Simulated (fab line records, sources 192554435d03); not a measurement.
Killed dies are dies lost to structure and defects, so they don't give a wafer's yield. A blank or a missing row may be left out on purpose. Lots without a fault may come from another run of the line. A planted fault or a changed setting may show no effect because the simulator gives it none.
Which tool did it? | flow n5_finfet | 9 lots, 27 wafers sampled, at 5 steps of a route of 1938

WHAT THE GAUGES READ, wafer by wafer
N5_BEOL_M4_RC_MEAS_101. Usual: DIBL_N 37.0 mV/V, standard deviation 1.7; DIBL_P 36.7 mV/V, standard deviation 2; IOFF_N 0.17 nA/um, standard deviation 0.035; IOFF_P 0.22 nA/um, standard deviation 0.035; ION_N 672 uA/um, standard deviation 12; ION_P 461 uA/um, standard deviation 7.5; SS_N 71.6 mV/dec, standard deviation 0.67; SS_P 73.4 mV/dec, standard deviation 0.64; VT_N 250 mV, standard deviation 3.5; VT_P -250 mV, standard deviation 3.5.
lot  | measured     | on        | DIBL_N (mV/V)  | DIBL_P (mV/V)  | IOFF_N (nA/um) | IOFF_P (nA/um) | ION_N (uA/um) | ION_P (uA/um) | SS_N (mV/dec)  | SS_P (mV/dec)  | VT_N (mV)   | VT_P (mV)      | flag
L696 | day 8 08:34  | prober-02 | 36.8 35.5 33.7 | 36.0 35.4 33.5 | 0.16 0.14 0.11 | 0.18 0.17 0.16 | 672 655 663   | 459 448 460   | 72.2 71.2 70.5 | 72.7 72.9 72.3 | 250 249 255 | -252 -255 -254 |
L698 | day 8 08:05  | prober-01 | 38.7 37.0 35.7 | 41.7 39.1 36.9 | 0.22 0.16 0.14 | 0.27 0.20 0.18 | 674 664 645   | 463 454 445   | 72.6 73.0 72.5 | 75.0 73.4 73.1 | 248 254 256 | -248 -251 -253 |
L699 | day 8 19:19  | prober-02 | 37.0 37.2 36.3 | 36.5 36.3 36.4 | 0.17 0.19 0.18 | 0.25 0.25 0.25 | 665 675 685   | 462 467 473   | 71.7 72.0 71.3 | 73.2 73.1 73.8 | 249 245 244 | -244 -246 -247 |
L702 | day 9 04:19  | prober-01 | 38.4 39.2 39.6 | 39.0 38.8 39.8 | 0.19 0.20 0.21 | 0.27 0.25 0.27 | 665 668 658   | 464 449 454   | 72.2 72.3 72.4 | 73.6 74.1 74.5 | 247 249 247 | -248 -249 -250 |
L713 | day 11 21:56 | prober-02 | 40.4 37.3 37.1 | 40.5 37.0 36.6 | 0.25 0.17 0.18 | 0.31 0.24 0.23 | 683 676 690   | 471 465 467   | 73.2 71.6 71.2 | 74.2 73.6 73.9 | 244 245 246 | -245 -248 -247 |
L715 | day 13 08:39 | prober-01 | 39.6 37.1 37.6 | 42.4 39.0 39.3 | 0.21 0.16 0.15 | 0.29 0.22 0.22 | 678 670 666   | 466 467 452   | 72.8 71.3 72.0 | 73.9 73.5 73.6 | 247 250 251 | -248 -248 -249 |
L717 | day 13 14:22 | prober-02 | 36.6 39.4 38.0 | 36.8 40.1 38.7 | 0.13 0.18 0.15 | 0.17 0.21 0.19 | 658 662 664   | 447 452 454   | 71.6 72.6 71.6 | 73.4 73.8 74.3 | 256 249 253 | -257 -251 -254 |
L718 | day 14 10:43 | prober-02 | 35.5 36.0 35.8 | 34.4 35.2 34.2 | 0.15 0.16 0.14 | 0.20 0.22 0.20 | 675 678 664   | 467 466 461   | 72.0 71.8 71.2 | 73.6 73.5 73.1 | 250 246 251 | -250 -249 -252 |
L719 | day 13 12:05 | prober-02 | 37.0 35.9 39.1 | 35.8 34.6 38.2 | 0.15 0.13 0.19 | 0.21 0.19 0.25 | 680 658 690   | 467 460 470   | 71.1 70.7 72.1 | 73.7 72.8 73.5 | 250 251 246 | -247 -250 -248 |

WHICH TOOL RAN EACH LOT (tool, then ch and the chambers of the sampled wafers, then the start)
lot  | N5_HKMG_FIN_ETCH_35                | N5_HKMG_FIN_ALD_21                  | N5_GATE_CUT_ETCHBACK_30           | N5_GATE_CUT_HM_DEP_46
L696 | rie_diel-01 ch 0,3, day 4 10:35    | ald_metal-02 ch 1,2,3, day 4 13:28  | rie_metal-03 ch 0,1, day 4 14:58  | pecvd-03 ch 0,1,2, day 4 19:35
L698 | rie_diel-01 ch 0,3, day 4 20:30    | ald_metal-04 ch 0,2, day 4 23:41    | rie_metal-02 ch 0,1, day 5 01:11  | pecvd-04 ch 0,1,2, day 5 05:22
L699 | rie_diel-01 ch 2,3, day 5 03:22    | ald_metal-02 ch 2,3, day 5 07:07    | rie_metal-03 ch 0,1, day 5 08:41  | pecvd-02 ch 0,1, day 5 11:43
L702 | rie_diel-01 ch 1,3, day 5 18:04    | ald_metal-02 ch 0,1,2, day 5 21:16  | rie_metal-01 ch 0,1, day 5 22:45  | pecvd-02 ch 1,2, day 6 02:28
L713 | rie_diel-01 ch 1,2,3, day 8 09:44  | ald_metal-01 ch 0,1, day 8 12:35    | rie_metal-03 ch 0,1, day 8 14:11  | pecvd-03 ch 0,1, day 8 18:07
L715 | rie_diel-01 ch 0,3, day 9 02:05    | ald_metal-04 ch 0,1,2, day 9 05:02  | rie_metal-03 ch 1, day 9 06:31    | pecvd-03 ch 0,1,2, day 9 10:01
L717 | rie_diel-01 ch 0,1,3, day 9 12:16  | ald_metal-04 ch 0,3, day 9 15:16    | rie_metal-02 ch 0,1, day 9 16:46  | pecvd-04 ch 0,1, day 9 19:52
L718 | rie_diel-05 ch 1,3, day 9 19:16    | ald_metal-02 ch 1,2,3, day 9 22:07  | rie_metal-01 ch 0,1, day 9 23:37  | pecvd-03 ch 0,1, day 10 04:17
L719 | rie_diel-01 ch 1,2,3, day 10 01:43 | ald_metal-01 ch 0,1,2, day 10 04:35 | rie_metal-01 ch 0,1, day 10 06:05 | pecvd-02 ch 1,2, day 10 09:07
- N5_HKMG_FIN_ETCH_35: etches SOC in N2/H2, target depth 215.8 nm, time 243.4 s.
- N5_HKMG_FIN_ALD_21: deposits TiN, target thk 1.5 nm, pulse time 1 s, purge time 3 s.
- N5_GATE_CUT_ETCHBACK_30: etches TiN in Cl2/Ar, target depth 3 nm.
- N5_GATE_CUT_HM_DEP_46: deposits SiO2 from TEOS/O2, target thk 130 nm, time 26.6 s.

WHAT THE TOOLS THEMSELVES READ (means of the sampled wafers that have a number; where no wafer has one, the mark that the record gives instead)
N5_HKMG_FIN_ETCH_35. Usual: drypump_motor_current_A 5.8 A, standard deviation 0.48; oes_product_au 0.76 a.u., standard deviation 0.072; rf_vpp_V 142.1 V, standard deviation 0.94; showerhead_plenum_p_Torr 2.62 Torr, standard deviation 0.052; throttle_valve_pct 17.82 %, standard deviation 0.23.
lot  | tool        | drypump_motor_current_A (A) | oes_product_au (a.u.) | rf_vpp_V (V) | showerhead_plenum_p_Torr (Torr) | throttle_valve_pct (%) | flag
L696 | rie_diel-01 | 6.3                         | 0.77                  | 141.9        | 2.64                            | 17.64                  |
L698 | rie_diel-01 | 6.4                         | 0.76                  | 141.3        | 2.63                            | 17.66                  |
L699 | rie_diel-01 | 5.6                         | 0.71                  | 142.6        | 2.61                            | 18.03                  |
L702 | rie_diel-01 | 6.1                         | 0.77                  | 142.1        | 2.65                            | 17.73                  |
L713 | rie_diel-01 | 5.7                         | 0.83                  | 142.5        | 2.63                            | 17.80                  |
L715 | rie_diel-01 | 6.3                         | 0.72                  | 142.4        | 2.61                            | 17.73                  |
L717 | rie_diel-01 | 6.1                         | 0.75                  | 142.4        | 2.64                            | 17.79                  |
L718 | rie_diel-05 | 5.5                         | 0.70                  | 141.5        | 2.51                            | 18.14                  |
L719 | rie_diel-01 | 5.8                         | 0.80                  | 141.7        | 2.63                            | 17.82                  |

N5_HKMG_FIN_ALD_21. Usual: heater_power_w 907 W, standard deviation 54; precursor_pulse_height_rel 0.999, standard deviation 0.017.
lot  | tool         | heater_power_w (W) | precursor_pulse_height_rel | flag
L696 | ald_metal-02 | 890                | 1.000                      |
L698 | ald_metal-04 | 918                | 0.995                      |
L699 | ald_metal-02 | 978                | 1.017                      |
L702 | ald_metal-02 | 888                | 1.004                      |
L713 | ald_metal-01 | 889                | 0.998                      |
L715 | ald_metal-04 | 936                | 1.015                      |
L717 | ald_metal-04 | 924                | 0.998                      |
L718 | ald_metal-02 | 908                | 0.990                      |
L719 | ald_metal-01 | 880                | 1.006                      |

N5_GATE_CUT_ETCHBACK_30. Usual: drypump_motor_current_A 6.0 A, standard deviation 0.43; oes_product_au 0.75 a.u., standard deviation 0.078; throttle_valve_pct 21.0 %, standard deviation 0.3.
lot  | tool         | drypump_motor_current_A (A) | oes_product_au (a.u.) | throttle_valve_pct (%) | flag
L696 | rie_metal-03 | 6.2                         | 0.77                  | 21.0                   |
L698 | rie_metal-02 | 6.0                         | 0.84                  | 20.6                   |
L699 | rie_metal-03 | 6.2                         | 0.77                  | 21.0                   |
L702 | rie_metal-01 | 5.9                         | 0.68                  | 21.3                   |
L713 | rie_metal-03 | 5.9                         | 0.84                  | 20.8                   |
L715 | rie_metal-03 | 5.5                         | 0.94                  | 20.6                   |
L717 | rie_metal-02 | 6.0                         | 0.80                  | 20.6                   |
L718 | rie_metal-01 | 6.0                         | 0.66                  | 21.3                   |
L719 | rie_metal-01 | 6.0                         | 0.66                  | 21.3                   |

N5_GATE_CUT_HM_DEP_46. Usual: heater_power_w 508 W, standard deviation 84; showerhead_plenum_p_Torr 8.34 Torr, standard deviation 0.032; throttle_valve_pct 18.8 %, standard deviation 1.3.
lot  | tool     | heater_power_w (W) | showerhead_plenum_p_Torr (Torr) | throttle_valve_pct (%) | flag
L696 | pecvd-03 | 501                | 8.36                            | 19.1                   |
L698 | pecvd-04 | 488                | 8.34                            | 18.3                   |
L699 | pecvd-02 | 473                | 8.33                            | 20.1                   |
L702 | pecvd-02 | 510                | 8.33                            | 19.5                   |
L713 | pecvd-03 | 564                | 8.36                            | 20.3                   |
L715 | pecvd-03 | 502                | 8.34                            | 19.1                   |
L717 | pecvd-04 | 467                | 8.34                            | 17.7                   |
L718 | pecvd-03 | 583                | 8.35                            | 20.1                   |
L719 | pecvd-02 | 591                | 8.34                            | 18.6                   |

THE ANSWER, worked out from the rows above alone
Rule: a lot is off if the mean of its wafers that have a number lies more than 3 standard deviations from the usual mean. A lot without any number at a reading at which 4 lots or more have one is off too. The other lots that the step has rows for count as sound. The gauges are gone through in route order, then the tools' own readings, and for those a lot's mean is taken as printed above. The first step at which some lot is off is used, and at that step the reading that is off furthest; a lot without a number counts as furthest.
No lot is off at any reading shown: from this, nothing can be told.

WHAT THE SIMULATOR HAD PUT IN
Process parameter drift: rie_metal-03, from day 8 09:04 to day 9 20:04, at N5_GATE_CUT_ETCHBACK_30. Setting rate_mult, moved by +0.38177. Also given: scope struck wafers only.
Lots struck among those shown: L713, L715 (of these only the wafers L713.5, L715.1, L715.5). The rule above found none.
